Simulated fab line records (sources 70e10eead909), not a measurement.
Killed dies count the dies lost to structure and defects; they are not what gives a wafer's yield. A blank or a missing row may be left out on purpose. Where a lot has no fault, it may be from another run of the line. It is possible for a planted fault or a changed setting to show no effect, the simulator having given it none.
Which of the tools did it? | flow nand harc | 7 lots, 21 wafers sampled, at 1 step of a route of 1302

## WHAT THE GAUGES SHOWED, per wafer
NHARC_A_BONDPAD_OVL_MEAS_35.
lot  | measured     | on         | overlay x nm (nm)
L235 | day 25 02:43 | overlay-01 | -8 -7 -7
L238 | day 25 20:53 | overlay-01 | -7 -6 -6
L241 | day 26 19:04 | overlay-01 | 1 1 1
L244 | day 27 15:14 | overlay-01 | 8 9 9
L247 | day 29 06:50 | overlay-01 | 0 -1 0
L251 | day 31 02:38 | overlay-01 | -2 -1 -1
L256 | day 32 23:27 | overlay-02 | 11 11 11

## EACH LOT AND THE TOOL THAT RAN IT (in order: tool; ch and the chambers of the sampled wafers; start)
The record holds no process step before these readings.

## THE ANSWER, worked out from the rows above alone
Rule: what is usual is taken from the lots themselves. Put in order of their means at a reading, lots are off if they are a third of the lots or fewer, leave a main group of 4 or more, and stand apart from it by a gap of 3 or more times the standard deviation of the main group's means; of several such gaps the widest counts. A main group whose means are all the same, to the digits that the tables above print for the reading, isn't used. A lot without any number at a reading at which 4 lots or more have one is off too. Any other lot the step has rows for is counted as sound.
No lot is off on any of the readings shown, so nothing can be concluded from this.

## WHAT THE SIMULATOR PUT IN
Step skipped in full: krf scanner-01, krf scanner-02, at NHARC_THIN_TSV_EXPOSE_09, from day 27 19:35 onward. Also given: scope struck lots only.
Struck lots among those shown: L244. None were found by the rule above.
